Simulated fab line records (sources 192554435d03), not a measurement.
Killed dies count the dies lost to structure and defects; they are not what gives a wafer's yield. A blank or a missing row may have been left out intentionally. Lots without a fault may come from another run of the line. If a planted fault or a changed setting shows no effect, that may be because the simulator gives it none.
fab line records || flow n5Finfet || part 2 of 2: steps 23 to 29 of 29
[record] {"lots": 5, "wafers": 15, "lastDay": 22}
route steps=1938 shown BEOL_M2@854
lots that met no fault: from a run of the same line without faults
startH: start of the lot's first displayed wafer, in hours after the record's first day || waitH: hours elapsed since this lot's preceding step || " same as the row above || L1.1+2: a row that stands for several wafers || - value missing, or start not given || * or withheld: withheld || < > ~ a bound
route shown NAME@n: names a module that has steps shown in the file, with the first one's number in the route || usual: mean and standard deviation over wafers with no fault || same: alike in all rows || chamber/n: place in a boat || sites: per-site readings || _std_site: the values' standard deviation || _edge_site: outer sites' mean less inner sites' || radiusMm: how far each site lies from the wafer's centre || mask NAME#n: copy n || behind: the last tool/chamber to shape the wafer || hold: what put the lot on hold/how long, in hours/how the hold closed || device: transistor that didn't switch, given as n, p or np || end of line: the route-end tests of the same wafers || for a step that has no rows: nothing shown but its recipe || killed: the dies lost at the first sort to structure and to defects; this is not the yield of the wafer || map: per-die view of a wafer (x killed, . not killed, _ where there is no die)
set.NAME: the setting the step ran with; set.NAME@STEP: the setting that earlier step ran with || model.NAME: the simulator's own value behind a step, which no gauge read
lots at selected steps of the route; one table per step, one row per wafer
services: a tool's chamber out of use, with start hour (startH, from the record's first day; less than 0 if before it), hours out, and reason
[[steps]]
[step N5_BEOL_M2_CD_MEAS_28]
[recipe] {"targetCdNm": 26.2, "landingEnergyEv": 500, "detector": "seInlens", "targetCdYNm": 24.1, "polarity": "opening"}
[usual] {"cdNm": "26.22/0.22"}
{"lot.wafer": "L079.2", "tool": "cdSem-03", "chamber": 0, "startH": 181.42, "waitH": "-", "cdNm": 26.33}
{"lot.wafer": "L079.5", "tool": "cdSem-03", "chamber": 0, "startH": 181.42, "waitH": "-", "cdNm": 26.61}
{"lot.wafer": "L079.6", "tool": "cdSem-03", "chamber": 0, "startH": 181.42, "waitH": "-", "cdNm": 26.39}
{"lot.wafer": "L082.2", "tool": "cdSem-01", "chamber": 0, "startH": 193.91, "waitH": "-", "cdNm": 26.37}
{"lot.wafer": "L082.4", "tool": "cdSem-01", "chamber": 0, "startH": 193.91, "waitH": "-", "cdNm": 25.96}
{"lot.wafer": "L082.5", "tool": "cdSem-01", "chamber": 0, "startH": 193.91, "waitH": "-", "cdNm": 26.17}
{"lot.wafer": "L086.1", "tool": "cdSem-02", "chamber": 0, "startH": 205.72, "waitH": "-", "cdNm": 26.22}
{"lot.wafer": "L086.2", "tool": "cdSem-02", "chamber": 0, "startH": 205.72, "waitH": "-", "cdNm": 26.16}
{"lot.wafer": "L086.4", "tool": "cdSem-02", "chamber": 0, "startH": 205.72, "waitH": "-", "cdNm": 26.12}
{"lot.wafer": "L088.1", "tool": "cdSem-03", "chamber": 0, "startH": 217.42, "waitH": "-", "cdNm": 26.19}
{"lot.wafer": "L088.3", "tool": "cdSem-03", "chamber": 0, "startH": 217.42, "waitH": "-", "cdNm": 26.08}
{"lot.wafer": "L088.4", "tool": "cdSem-03", "chamber": 0, "startH": 217.42, "waitH": "-", "cdNm": 26.19}
{"lot.wafer": "L094.2", "tool": "cdSem-02", "chamber": 0, "startH": 251.11, "waitH": "-", "cdNm": 26.22}
{"lot.wafer": "L094.3", "tool": "cdSem-02", "chamber": 0, "startH": 251.11, "waitH": "-", "cdNm": 25.85}
{"lot.wafer": "L094.4", "tool": "cdSem-02", "chamber": 0, "startH": 251.11, "waitH": "-", "cdNm": 25.85}
[step N5_BEOL_M2_OVL_MEAS_29]
[recipe] {"pointsPerWafer": 522}
[usual] {"V1_OVL": "-0.4/0.69"}
{"lot.wafer": "L079.2", "tool": "overlay-01", "chamber": 0, "startH": 181.46, "waitH": 0.0, "V1_OVL[nm]": -0.6}
{"lot.wafer": "L079.5", "tool": "overlay-01", "chamber": 0, "startH": 181.46, "waitH": 0.0, "V1_OVL[nm]": -0.4}
{"lot.wafer": "L079.6", "tool": "overlay-01", "chamber": 0, "startH": 181.46, "waitH": 0.0, "V1_OVL[nm]": -0.8}
{"lot.wafer": "L082.2", "tool": "overlay-01", "chamber": 0, "startH": 193.95, "waitH": 0.0, "V1_OVL[nm]": 0.6}
{"lot.wafer": "L082.4", "tool": "overlay-01", "chamber": 0, "startH": 193.95, "waitH": 0.0, "V1_OVL[nm]": 0.5}
{"lot.wafer": "L082.5", "tool": "overlay-01", "chamber": 0, "startH": 193.95, "waitH": 0.0, "V1_OVL[nm]": -0.6}
{"lot.wafer": "L086.1", "tool": "overlay-01", "chamber": 0, "startH": 205.75, "waitH": 0.0, "V1_OVL[nm]": 0.7}
{"lot.wafer": "L086.2", "tool": "overlay-01", "chamber": 0, "startH": 205.75, "waitH": 0.0, "V1_OVL[nm]": -0.1}
{"lot.wafer": "L086.4", "tool": "overlay-01", "chamber": 0, "startH": 205.75, "waitH": 0.0, "V1_OVL[nm]": -0.3}
{"lot.wafer": "L088.1", "tool": "overlay-02", "chamber": 0, "startH": 217.45, "waitH": 0.0, "V1_OVL[nm]": -0.7}
{"lot.wafer": "L088.3", "tool": "overlay-02", "chamber": 0, "startH": 217.45, "waitH": 0.0, "V1_OVL[nm]": -1.3}
{"lot.wafer": "L088.4", "tool": "overlay-02", "chamber": 0, "startH": 217.45, "waitH": 0.0, "V1_OVL[nm]": -1.4}
{"lot.wafer": "L094.2", "tool": "overlay-01", "chamber": 0, "startH": 251.14, "waitH": 0.0, "V1_OVL[nm]": -0.7}
{"lot.wafer": "L094.3", "tool": "overlay-01", "chamber": 0, "startH": 251.14, "waitH": 0.0, "V1_OVL[nm]": -0.6}
{"lot.wafer": "L094.4", "tool": "overlay-01", "chamber": 0, "startH": 251.14, "waitH": 0.0, "V1_OVL[nm]": -0.4}
[step N5_BEOL_M2_INSPECT_30]
[recipe] {"mode": "adi", "inspectInstrument": "brightfield"}
[usual] {"rawDefectCount": "378/79"}
{"lot.wafer": "L079.2", "tool": "defectInspect-02", "chamber": "-", "startH": 181.51, "waitH": 0.0, "rawDefectCount": 357}
{"lot.wafer": "L079.5", "tool": "defectInspect-02", "chamber": "-", "startH": 181.51, "waitH": 0.0, "rawDefectCount": 505}
{"lot.wafer": "L079.6", "tool": "defectInspect-02", "chamber": "-", "startH": 181.51, "waitH": 0.0, "rawDefectCount": 235}
{"lot.wafer": "L082.2", "tool": "defectInspect-02", "chamber": "-", "startH": 194.00, "waitH": 0.0, "rawDefectCount": 296}
{"lot.wafer": "L082.4", "tool": "defectInspect-02", "chamber": "-", "startH": 194.00, "waitH": 0.0, "rawDefectCount": 351}
{"lot.wafer": "L082.5", "tool": "defectInspect-02", "chamber": "-", "startH": 194.00, "waitH": 0.0, "rawDefectCount": 320}
{"lot.wafer": "L086.1", "tool": "defectInspect-01", "chamber": "-", "startH": 205.81, "waitH": 0.1, "rawDefectCount": 321}
{"lot.wafer": "L086.2", "tool": "defectInspect-01", "chamber": "-", "startH": 205.81, "waitH": 0.1, "rawDefectCount": 417}
{"lot.wafer": "L086.4", "tool": "defectInspect-01", "chamber": "-", "startH": 205.81, "waitH": 0.1, "rawDefectCount": 377}
{"lot.wafer": "L088.1", "tool": "defectInspect-02", "chamber": "-", "startH": 217.51, "waitH": 0.1, "rawDefectCount": 364}
{"lot.wafer": "L088.3", "tool": "defectInspect-02", "chamber": "-", "startH": 217.51, "waitH": 0.1, "rawDefectCount": 486}
{"lot.wafer": "L088.4", "tool": "defectInspect-02", "chamber": "-", "startH": 217.51, "waitH": 0.1, "rawDefectCount": 394}
{"lot.wafer": "L094.2", "tool": "defectInspect-01", "chamber": "-", "startH": 251.20, "waitH": 0.0, "rawDefectCount": 295}
{"lot.wafer": "L094.3", "tool": "defectInspect-01", "chamber": "-", "startH": 251.20, "waitH": 0.0, "rawDefectCount": 341}
{"lot.wafer": "L094.4", "tool": "defectInspect-01", "chamber": "-", "startH": 251.20, "waitH": 0.0, "rawDefectCount": 385}
[step N5_BEOL_M2_DESCUM_33]
[recipe] {"chemistry": "O2", "timeS": 7, "sourcePowerW": 50, "biasPowerW": 20, "pressureMtorr": 20, "rfFrequencyHz": 2.712e+07, "tempC": 40, "resist": "CAR-EUV", "o2FlowSccm": 225}
[usual] {"drypumpMotorCurrentA": "5.7/0.44", "oesProductAu": "0.78/0.1", "rfVppV": "243.5/1.5", "showerheadPlenumPTorr": "2.12/0.081", "throttleValvePct": "20.50/0.16"}
{"lot.wafer": "L079.2", "tool": "rieDiel-05", "chamber": 1, "startH": 181.54, "waitH": 0.0, "drypumpMotorCurrentA": 5.4, "oesProductAu": 0.98, "rfHoursCounterH": 2, "rfVppV": 244.8, "showerheadPlenumPTorr": 2.24, "throttleValvePct": 20.16}
{"lot.wafer": "L079.5", "tool": "rieDiel-05", "chamber": 3, "startH": 181.54, "waitH": 0.0, "drypumpMotorCurrentA": 6.6, "oesProductAu": 0.71, "rfHoursCounterH": "-", "rfVppV": 243.5, "showerheadPlenumPTorr": 2.17, "throttleValvePct": 20.59}
{"lot.wafer": "L079.6", "tool": "rieDiel-05", "chamber": 2, "startH": 181.54, "waitH": 0.0, "drypumpMotorCurrentA": 5.7, "oesProductAu": 0.69, "rfHoursCounterH": "-", "rfVppV": 244.4, "showerheadPlenumPTorr": 2.15, "throttleValvePct": 20.78}
{"lot.wafer": "L082.2", "tool": "rieDiel-05", "chamber": 1, "startH": 194.04, "waitH": 0.0, "drypumpMotorCurrentA": 5.4, "oesProductAu": 0.96, "rfHoursCounterH": 6, "rfVppV": 245.2, "showerheadPlenumPTorr": 2.24, "throttleValvePct": 20.17}
{"lot.wafer": "L082.4", "tool": "rieDiel-05", "chamber": 2, "startH": 194.04, "waitH": 0.0, "drypumpMotorCurrentA": 5.8, "oesProductAu": 0.69, "rfHoursCounterH": 229, "rfVppV": 245.5, "showerheadPlenumPTorr": 2.15, "throttleValvePct": 20.80}
{"lot.wafer": "L082.5", "tool": "rieDiel-05", "chamber": 2, "startH": 194.04, "waitH": 0.0, "drypumpMotorCurrentA": 5.8, "oesProductAu": 0.70, "rfHoursCounterH": "-", "rfVppV": 243.2, "showerheadPlenumPTorr": 2.15, "throttleValvePct": 20.81}
{"lot.wafer": "L086.1", "tool": "rieDiel-04", "chamber": 3, "startH": 205.84, "waitH": 0.0, "drypumpMotorCurrentA": 5.1, "oesProductAu": 0.69, "rfHoursCounterH": 248, "rfVppV": 243.4, "showerheadPlenumPTorr": 2.15, "throttleValvePct": 20.67}
{"lot.wafer": "L086.2", "tool": "rieDiel-04", "chamber": 0, "startH": 205.84, "waitH": 0.0, "drypumpMotorCurrentA": 6.1, "oesProductAu": 0.95, "rfHoursCounterH": 12, "rfVppV": 245.6, "showerheadPlenumPTorr": 2.23, "throttleValvePct": 20.24}
{"lot.wafer": "L086.4", "tool": "rieDiel-04", "chamber": 1, "startH": 205.84, "waitH": 0.0, "drypumpMotorCurrentA": 5.6, "oesProductAu": 0.87, "rfHoursCounterH": 52, "rfVppV": 243.3, "showerheadPlenumPTorr": 2.03, "throttleValvePct": 20.55}
{"lot.wafer": "L088.1", "tool": "rieDiel-05", "chamber": 2, "startH": 217.54, "waitH": 0.0, "drypumpMotorCurrentA": 5.8, "oesProductAu": 0.70, "rfHoursCounterH": 237, "rfVppV": 244.8, "showerheadPlenumPTorr": 2.15, "throttleValvePct": 20.81}
{"lot.wafer": "L088.3", "tool": "rieDiel-05", "chamber": 3, "startH": 217.54, "waitH": 0.0, "drypumpMotorCurrentA": 6.5, "oesProductAu": 0.70, "rfHoursCounterH": 205, "rfVppV": 243.8, "showerheadPlenumPTorr": 2.17, "throttleValvePct": 20.62}
{"lot.wafer": "L088.4", "tool": "rieDiel-05", "chamber": 0, "startH": 217.54, "waitH": 0.0, "drypumpMotorCurrentA": 6.3, "oesProductAu": 0.90, "rfHoursCounterH": 31, "rfVppV": 244.4, "showerheadPlenumPTorr": 2.13, "throttleValvePct": 20.39}
{"lot.wafer": "L094.2", "tool": "rieDiel-05", "chamber": 0, "startH": 251.23, "waitH": 0.0, "drypumpMotorCurrentA": 6.3, "oesProductAu": 0.87, "rfHoursCounterH": 40, "rfVppV": 243.4, "showerheadPlenumPTorr": 2.13, "throttleValvePct": 20.38}
{"lot.wafer": "L094.3", "tool": "rieDiel-05", "chamber": 2, "startH": 251.23, "waitH": 0.0, "drypumpMotorCurrentA": 5.8, "oesProductAu": 0.69, "rfHoursCounterH": 248, "rfVppV": 244.4, "showerheadPlenumPTorr": 2.14, "throttleValvePct": 20.82}
{"lot.wafer": "L094.4", "tool": "rieDiel-05", "chamber": 1, "startH": 251.23, "waitH": 0.0, "drypumpMotorCurrentA": 5.4, "oesProductAu": 0.91, "rfHoursCounterH": 25, "rfVppV": 244.9, "showerheadPlenumPTorr": 2.23, "throttleValvePct": 20.22}
[step N5_BEOL_M2_ETCH_77]
[recipe] {"chemistry": "N2/H2", "target": "underlayer", "targetDepthA": 65, "maskMaterial": "CAR-EUV", "timeS": 5.2, "ionEnergyEv": 200, "pressureMtorr": 30, "sourceW": 840, "biasW": 150, "n2FlowSccm": 200, "h2FlowSccm": 200, "ends": "cleared"}
[usual] {"drypumpMotorCurrentA": "5.8/0.44", "etchRfOnTimeS": "5.21/0.078", "oesProductAu": "0.67/0.087", "rfVppV": "524.9/2.9", "showerheadPlenumPTorr": "2.57/0.1", "throttleValvePct": "17.95/0.14"}
{"lot.wafer": "L079.2", "tool": "rieDiel-05", "chamber": 1, "startH": 181.58, "waitH": 0.0, "drypumpMotorCurrentA": 5.4, "etchRfOnTimeS": 5.21, "oesProductAu": 0.82, "rfHoursCounterH": 2, "rfVppV": 526.4, "showerheadPlenumPTorr": 2.73, "throttleValvePct": 17.69}
{"lot.wafer": "L079.5", "tool": "rieDiel-05", "chamber": 3, "startH": 181.58, "waitH": 0.0, "drypumpMotorCurrentA": 6.6, "etchRfOnTimeS": 5.28, "oesProductAu": 0.60, "rfHoursCounterH": "-", "rfVppV": 527.1, "showerheadPlenumPTorr": 2.63, "throttleValvePct": 17.93}
{"lot.wafer": "L079.6", "tool": "rieDiel-05", "chamber": 2, "startH": 181.58, "waitH": 0.0, "drypumpMotorCurrentA": 5.8, "etchRfOnTimeS": 5.15, "oesProductAu": 0.60, "rfHoursCounterH": "-", "rfVppV": 524.3, "showerheadPlenumPTorr": 2.61, "throttleValvePct": 18.19}
{"lot.wafer": "L082.2", "tool": "rieDiel-05", "chamber": 1, "startH": 194.07, "waitH": 0.0, "drypumpMotorCurrentA": 5.4, "etchRfOnTimeS": 5.18, "oesProductAu": 0.82, "rfHoursCounterH": 6, "rfVppV": 529.4, "showerheadPlenumPTorr": 2.73, "throttleValvePct": 17.74}
{"lot.wafer": "L082.4", "tool": "rieDiel-05", "chamber": 2, "startH": 194.07, "waitH": 0.0, "drypumpMotorCurrentA": 5.8, "etchRfOnTimeS": 5.15, "oesProductAu": 0.59, "rfHoursCounterH": 229, "rfVppV": 528.6, "showerheadPlenumPTorr": 2.61, "throttleValvePct": 18.20}
{"lot.wafer": "L082.5", "tool": "rieDiel-05", "chamber": 2, "startH": 194.07, "waitH": 0.0, "drypumpMotorCurrentA": 5.8, "etchRfOnTimeS": 5.20, "oesProductAu": 0.59, "rfHoursCounterH": "-", "rfVppV": 527.6, "showerheadPlenumPTorr": 2.61, "throttleValvePct": 18.18}
{"lot.wafer": "L086.1", "tool": "rieDiel-04", "chamber": 3, "startH": 205.88, "waitH": 0.0, "drypumpMotorCurrentA": 5.1, "etchRfOnTimeS": 5.31, "oesProductAu": 0.58, "rfHoursCounterH": 248, "rfVppV": 524.6, "showerheadPlenumPTorr": 2.60, "throttleValvePct": 18.19}
{"lot.wafer": "L086.2", "tool": "rieDiel-04", "chamber": 0, "startH": 205.88, "waitH": 0.0, "drypumpMotorCurrentA": 6.1, "etchRfOnTimeS": 5.11, "oesProductAu": 0.82, "rfHoursCounterH": 12, "rfVppV": 528.2, "showerheadPlenumPTorr": 2.72, "throttleValvePct": 17.70}
{"lot.wafer": "L086.4", "tool": "rieDiel-04", "chamber": 1, "startH": 205.88, "waitH": 0.0, "drypumpMotorCurrentA": 5.6, "etchRfOnTimeS": 5.25, "oesProductAu": 0.74, "rfHoursCounterH": 52, "rfVppV": 522.2, "showerheadPlenumPTorr": 2.48, "throttleValvePct": 17.98}
{"lot.wafer": "L088.1", "tool": "rieDiel-05", "chamber": 2, "startH": 217.58, "waitH": 0.0, "drypumpMotorCurrentA": 5.8, "etchRfOnTimeS": 5.14, "oesProductAu": 0.59, "rfHoursCounterH": 237, "rfVppV": 525.8, "showerheadPlenumPTorr": 2.61, "throttleValvePct": 18.17}
{"lot.wafer": "L088.3", "tool": "rieDiel-05", "chamber": 3, "startH": 217.58, "waitH": 0.0, "drypumpMotorCurrentA": 6.6, "etchRfOnTimeS": 5.22, "oesProductAu": 0.59, "rfHoursCounterH": 205, "rfVppV": 527.9, "showerheadPlenumPTorr": 2.62, "throttleValvePct": 17.97}
{"lot.wafer": "L088.4", "tool": "rieDiel-05", "chamber": 0, "startH": 217.58, "waitH": 0.0, "drypumpMotorCurrentA": 6.3, "etchRfOnTimeS": 5.12, "oesProductAu": 0.76, "rfHoursCounterH": 31, "rfVppV": 524.0, "showerheadPlenumPTorr": 2.60, "throttleValvePct": 17.91}
{"lot.wafer": "L094.2", "tool": "rieDiel-05", "chamber": 0, "startH": 251.27, "waitH": 0.0, "drypumpMotorCurrentA": 6.3, "etchRfOnTimeS": 5.24, "oesProductAu": 0.75, "rfHoursCounterH": 40, "rfVppV": 527.4, "showerheadPlenumPTorr": 2.60, "throttleValvePct": 17.93}
{"lot.wafer": "L094.3", "tool": "rieDiel-05", "chamber": 2, "startH": 251.27, "waitH": 0.0, "drypumpMotorCurrentA": 5.8, "etchRfOnTimeS": 5.20, "oesProductAu": 0.59, "rfHoursCounterH": 248, "rfVppV": 526.0, "showerheadPlenumPTorr": 2.60, "throttleValvePct": 18.20}
{"lot.wafer": "L094.4", "tool": "rieDiel-05", "chamber": 1, "startH": 251.27, "waitH": 0.0, "drypumpMotorCurrentA": 5.4, "etchRfOnTimeS": 5.23, "oesProductAu": 0.75, "rfHoursCounterH": 25, "rfVppV": 530.1, "showerheadPlenumPTorr": 2.72, "throttleValvePct": 17.80}
[step N5_BEOL_M2_ETCH_69]
[recipe] {"chemistry": "CF4", "target": "SiARC", "targetDepthA": 156, "maskMaterial": "CAR-EUV", "timeS": 26, "ionEnergyEv": 80, "pressureMtorr": 40, "sourceW": 545, "biasW": 36, "Ar_flow_sccm": 100, "cf4FlowSccm": 100, "ends": "cleared"}
[usual] {"drypumpMotorCurrentA": "5.7/0.44", "etchRfOnTimeS": "26.1/0.37", "oesProductAu": "0.67/0.088", "rfVppV": "184.4/1.3", "showerheadPlenumPTorr": "2.16/0.077", "throttleValvePct": "15.68/0.19"}
{"lot.wafer": "L079.2", "tool": "rieDiel-05", "chamber": 1, "startH": 181.60, "waitH": 0.0, "drypumpMotorCurrentA": 5.4, "etchRfOnTimeS": 25.8, "oesProductAu": 0.83, "rfHoursCounterH": 2, "rfVppV": 184.6, "showerheadPlenumPTorr": 2.28, "throttleValvePct": 15.27}
{"lot.wafer": "L079.5", "tool": "rieDiel-05", "chamber": 3, "startH": 181.60, "waitH": 0.0, "drypumpMotorCurrentA": 6.6, "etchRfOnTimeS": 26.2, "oesProductAu": 0.60, "rfHoursCounterH": "-", "rfVppV": 184.1, "showerheadPlenumPTorr": 2.21, "throttleValvePct": 15.75}
{"lot.wafer": "L079.6", "tool": "rieDiel-05", "chamber": 2, "startH": 181.60, "waitH": 0.0, "drypumpMotorCurrentA": 5.7, "etchRfOnTimeS": 25.8, "oesProductAu": 0.59, "rfHoursCounterH": "-", "rfVppV": 185.6, "showerheadPlenumPTorr": 2.20, "throttleValvePct": 16.01}
{"lot.wafer": "L082.2", "tool": "rieDiel-05", "chamber": 1, "startH": 194.09, "waitH": 0.0, "drypumpMotorCurrentA": 5.4, "etchRfOnTimeS": 25.6, "oesProductAu": 0.82, "rfHoursCounterH": 6, "rfVppV": 186.3, "showerheadPlenumPTorr": 2.28, "throttleValvePct": 15.28}
{"lot.wafer": "L082.4", "tool": "rieDiel-05", "chamber": 2, "startH": 194.09, "waitH": 0.0, "drypumpMotorCurrentA": 5.8, "etchRfOnTimeS": 25.6, "oesProductAu": 0.59, "rfHoursCounterH": 229, "rfVppV": 183.9, "showerheadPlenumPTorr": 2.20, "throttleValvePct": 16.01}
{"lot.wafer": "L082.5", "tool": "rieDiel-05", "chamber": 2, "startH": 194.09, "waitH": 0.0, "drypumpMotorCurrentA": 5.8, "etchRfOnTimeS": 25.6, "oesProductAu": 0.60, "rfHoursCounterH": "-", "rfVppV": 185.5, "showerheadPlenumPTorr": 2.20, "throttleValvePct": 16.01}
{"lot.wafer": "L086.1", "tool": "rieDiel-04", "chamber": 3, "startH": 205.89, "waitH": 0.0, "drypumpMotorCurrentA": 5.1, "etchRfOnTimeS": 26.2, "oesProductAu": 0.59, "rfHoursCounterH": 248, "rfVppV": 184.7, "showerheadPlenumPTorr": 2.19, "throttleValvePct": 15.85}
{"lot.wafer": "L086.2", "tool": "rieDiel-04", "chamber": 0, "startH": 205.89, "waitH": 0.0, "drypumpMotorCurrentA": 6.1, "etchRfOnTimeS": 25.2, "oesProductAu": 0.82, "rfHoursCounterH": 12, "rfVppV": 184.8, "showerheadPlenumPTorr": 2.28, "throttleValvePct": 15.42}
{"lot.wafer": "L086.4", "tool": "rieDiel-04", "chamber": 1, "startH": 205.89, "waitH": 0.0, "drypumpMotorCurrentA": 5.5, "etchRfOnTimeS": 25.9, "oesProductAu": 0.75, "rfHoursCounterH": 52, "rfVppV": 182.9, "showerheadPlenumPTorr": 2.08, "throttleValvePct": 15.69}
{"lot.wafer": "L088.1", "tool": "rieDiel-05", "chamber": 2, "startH": 217.59, "waitH": 0.0, "drypumpMotorCurrentA": 5.8, "etchRfOnTimeS": 25.9, "oesProductAu": 0.59, "rfHoursCounterH": 237, "rfVppV": 184.6, "showerheadPlenumPTorr": 2.19, "throttleValvePct": 16.03}
{"lot.wafer": "L088.3", "tool": "rieDiel-05", "chamber": 3, "startH": 217.59, "waitH": 0.0, "drypumpMotorCurrentA": 6.6, "etchRfOnTimeS": 26.4, "oesProductAu": 0.60, "rfHoursCounterH": 205, "rfVppV": 183.5, "showerheadPlenumPTorr": 2.21, "throttleValvePct": 15.80}
{"lot.wafer": "L088.4", "tool": "rieDiel-05", "chamber": 0, "startH": 217.59, "waitH": 0.0, "drypumpMotorCurrentA": 6.3, "etchRfOnTimeS": 25.9, "oesProductAu": 0.76, "rfHoursCounterH": 31, "rfVppV": 185.1, "showerheadPlenumPTorr": 2.18, "throttleValvePct": 15.49}
{"lot.wafer": "L094.2", "tool": "rieDiel-05", "chamber": 0, "startH": 251.28, "waitH": 0.0, "drypumpMotorCurrentA": 6.3, "etchRfOnTimeS": 26.3, "oesProductAu": 0.75, "rfHoursCounterH": 40, "rfVppV": 185.1, "showerheadPlenumPTorr": 2.17, "throttleValvePct": 15.51}
{"lot.wafer": "L094.3", "tool": "rieDiel-05", "chamber": 2, "startH": 251.28, "waitH": 0.0, "drypumpMotorCurrentA": 5.8, "etchRfOnTimeS": 25.7, "oesProductAu": 0.58, "rfHoursCounterH": 248, "rfVppV": 184.5, "showerheadPlenumPTorr": 2.19, "throttleValvePct": 16.05}
{"lot.wafer": "L094.4", "tool": "rieDiel-05", "chamber": 1, "startH": 251.28, "waitH": 0.0, "drypumpMotorCurrentA": 5.4, "etchRfOnTimeS": 26.0, "oesProductAu": 0.77, "rfHoursCounterH": 25, "rfVppV": 186.6, "showerheadPlenumPTorr": 2.27, "throttleValvePct": 15.32}
[step N5_BEOL_M2_ALD_98]
[recipe] {"material": "SiO2", "targetThkA": 25, "tempC": 100, "aldPrecursorFamily": "BDEAS", "aldCoReactant": "O2-plasma", "pulseTimeS": 1, "coReactantPulseTimeS": 1, "purgeTimeS": 2, "coReactantPurgeTimeS": 2, "aldCycles": 17, "pressureTorr": 2}
[usual] {"heaterPowerW": "79/9.1", "precursorPulseHeightRel": "1.001/0.02", "susceptorTempC": "99.99/0.13"}
[same] {"coReactantPulseTimeS": 1}
{"lot.wafer": "L079.2", "tool": "aldSin-01", "chamber": 1, "startH": 181.96, "waitH": 0.3, "heaterPowerW": 79, "precursorPulseHeightRel": 1.005, "susceptorTempC": 99.96}
{"lot.wafer": "L079.5", "tool": "aldSin-01", "chamber": 1, "startH": 181.96, "waitH": 0.3, "heaterPowerW": 78, "precursorPulseHeightRel": 0.999, "susceptorTempC": 100.01}
{"lot.wafer": "L079.6", "tool": "aldSin-01", "chamber": 0, "startH": 181.96, "waitH": 0.3, "heaterPowerW": 65, "precursorPulseHeightRel": 0.984, "susceptorTempC": 99.80}
{"lot.wafer": "L082.2", "tool": "aldSin-01", "chamber": 0, "startH": 194.35, "waitH": 0.2, "heaterPowerW": 66, "precursorPulseHeightRel": 0.999, "susceptorTempC": 99.90}
{"lot.wafer": "L082.4", "tool": "aldSin-01", "chamber": 2, "startH": 194.35, "waitH": 0.2, "heaterPowerW": 89, "precursorPulseHeightRel": 1.006, "susceptorTempC": 100.12}
{"lot.wafer": "L082.5", "tool": "aldSin-01", "chamber": 3, "startH": 194.35, "waitH": 0.2, "heaterPowerW": 78, "precursorPulseHeightRel": 1.003, "susceptorTempC": 99.94}
{"lot.wafer": "L086.1", "tool": "aldSin-01", "chamber": 3, "startH": 205.98, "waitH": 0.1, "heaterPowerW": 77, "precursorPulseHeightRel": 1.024, "susceptorTempC": 99.91}
{"lot.wafer": "L086.2", "tool": "aldSin-01", "chamber": 2, "startH": 205.98, "waitH": 0.1, "heaterPowerW": 91, "precursorPulseHeightRel": 1.013, "susceptorTempC": 100.03}
{"lot.wafer": "L086.4", "tool": "aldSin-01", "chamber": 2, "startH": 205.98, "waitH": 0.1, "heaterPowerW": 93, "precursorPulseHeightRel": 1.003, "susceptorTempC": 100.14}
{"lot.wafer": "L088.1", "tool": "aldSin-04", "chamber": 1, "startH": 217.77, "waitH": 0.2, "heaterPowerW": 73, "precursorPulseHeightRel": 0.984, "susceptorTempC": 99.96}
{"lot.wafer": "L088.3", "tool": "aldSin-04", "chamber": 0, "startH": 217.77, "waitH": 0.2, "heaterPowerW": 81, "precursorPulseHeightRel": 1.016, "susceptorTempC": 99.92}
{"lot.wafer": "L088.4", "tool": "aldSin-04", "chamber": 3, "startH": 217.77, "waitH": 0.2, "heaterPowerW": 88, "precursorPulseHeightRel": 0.983, "susceptorTempC": 100.09}
{"lot.wafer": "L094.2", "tool": "aldSin-03", "chamber": 1, "startH": 251.36, "waitH": 0.1, "heaterPowerW": 68, "precursorPulseHeightRel": 0.984, "susceptorTempC": 99.94}
{"lot.wafer": "L094.3", "tool": "aldSin-03", "chamber": 0, "startH": 251.36, "waitH": 0.1, "heaterPowerW": 75, "precursorPulseHeightRel": 1.011, "susceptorTempC": 100.01}
{"lot.wafer": "L094.4", "tool": "aldSin-03", "chamber": 3, "startH": 251.36, "waitH": 0.1, "heaterPowerW": 75, "precursorPulseHeightRel": 0.980, "susceptorTempC": 99.76}
[[services]]
{"tool": "rieDiel-04", "chamber": 0, "startH": 157.01, "hours": "-", "kind": "clean"}
{"tool": "rieDiel-04", "chamber": 0, "startH": 157.01, "hours": "-", "kind": "consumableReplace:focusRing"}
{"tool": "rieDiel-05", "chamber": 1, "startH": 157.39, "hours": "-", "kind": "clean"}
{"tool": "rieDiel-05", "chamber": 1, "startH": 157.39, "hours": "-", "kind": "consumableReplace:focusRing"}
{"tool": "rieDiel-05", "chamber": 1, "startH": 157.39, "hours": "-", "kind": "consumableReplace:showerhead"}
{"tool": "rieDiel-05", "chamber": 1, "startH": 157.39, "hours": 18.2, "kind": "scheduledDown"}
{"tool": "rieDiel-05", "chamber": 1, "startH": 157.39, "hours": 18.2, "kind": "ventCycle"}
{"tool": "euvScanner-02", "chamber": "-", "startH": 167.69, "hours": 4.9, "kind": "repair"}
{"tool": "aldSin-04", "chamber": 1, "startH": 168.36, "hours": 12.8, "kind": "repair"}
{"tool": "rieDiel-05", "chamber": "-", "startH": 172.97, "hours": 2.8, "kind": "pm"}
{"tool": "euvScanner-01", "chamber": "-", "startH": 196.21, "hours": 1.0, "kind": "pm"}
{"tool": "euvScanner-02", "chamber": "-", "startH": 197.22, "hours": 1.0, "kind": "pm"}
{"tool": "aldSin-01", "chamber": 0, "startH": 199.07, "hours": 7.3, "kind": "repair"}
{"tool": "euvScanner-02", "chamber": "-", "startH": 206.10, "hours": 0.5, "kind": "repair"}
{"tool": "aldSin-04", "chamber": "-", "startH": 220.95, "hours": 0.9, "kind": "repair"}
{"tool": "euvScanner-02", "chamber": "-", "startH": 223.33, "hours": 5.8, "kind": "pm"}
{"tool": "aldSin-01", "chamber": 1, "startH": 227.25, "hours": 4.3, "kind": "repair"}
{"tool": "rieMetal-01", "chamber": "-", "startH": 228.73, "hours": 0.3, "kind": "repair"}
{"tool": "aldSin-04", "chamber": 1, "startH": 232.79, "hours": 7.4, "kind": "repair"}
{"tool": "aldSin-04", "chamber": 2, "startH": 235.96, "hours": 2.7, "kind": "repair"}
{"tool": "rieDiel-02", "chamber": "-", "startH": 238.40, "hours": 0.2, "kind": "repair"}
{"tool": "aldSin-04", "chamber": 3, "startH": 241.21, "hours": 4.3, "kind": "repair"}
{"tool": "euvScanner-01", "chamber": "-", "startH": 243.49, "hours": 4.6, "kind": "pm"}
{"tool": "rieDiel-02", "chamber": 0, "startH": 251.28, "hours": 2.0, "kind": "repair"}
